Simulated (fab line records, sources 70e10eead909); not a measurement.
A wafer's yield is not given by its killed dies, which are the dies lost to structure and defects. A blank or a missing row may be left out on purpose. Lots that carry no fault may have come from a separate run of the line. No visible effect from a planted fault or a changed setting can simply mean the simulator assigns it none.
Which tool is to blame? -- flow nand_harc -- at 1 step of a route of 1159, 7 lots with 21 wafers sampled

## WHAT EACH GAUGE READ, for each wafer
NHARC_P_GATE_CD_MEAS_11 targets a cd of 1640 nm.
lot,measured,on,cd_nm (nm)
L425,day 3 22:55,cd_sem-02,1640.1 1641.1 1640.7
L426,day 4 15:02,cd_sem-01,1640.0 1640.7 1640.8
L430,day 5 12:49,cd_sem-03,1641.4 1642.2 1641.7
L436,day 7 10:47,cd_sem-02,1640.9 1639.7 1639.2
L442,day 8 15:22,cd_sem-01,1640.7 1641.4 1642.1
L444,day 9 03:28,cd_sem-03,1641.1 1639.0 1638.7
L446,day 9 11:28,cd_sem-03,1640.0 1641.0 1640.0

## WHAT TOOL EACH LOT RAN ON (gives the tool, then ch and the chambers of the sampled wafers, and finally the start)
Before these readings, the record contains no process step.

## THE ANSWER, worked out from the rows above alone
Rule: usual is defined by the lots themselves. Put in order of their means at a reading, lots are off if they are a third of the lots or fewer, leave a main group of 4 or more, and stand apart from it by a gap of 3 or more times the standard deviation of the main group's means; of several such gaps the widest counts. If all means in a main group match to the digits the tables above print for the reading, that group is not used. Also off: a lot with no number at a reading for which 4 or more lots have one. Where the step has rows for the other lots, those lots are counted as sound.
Nothing can be told from this: no lot is off at any reading shown.

## WHAT THE SIMULATOR HAD INSERTED
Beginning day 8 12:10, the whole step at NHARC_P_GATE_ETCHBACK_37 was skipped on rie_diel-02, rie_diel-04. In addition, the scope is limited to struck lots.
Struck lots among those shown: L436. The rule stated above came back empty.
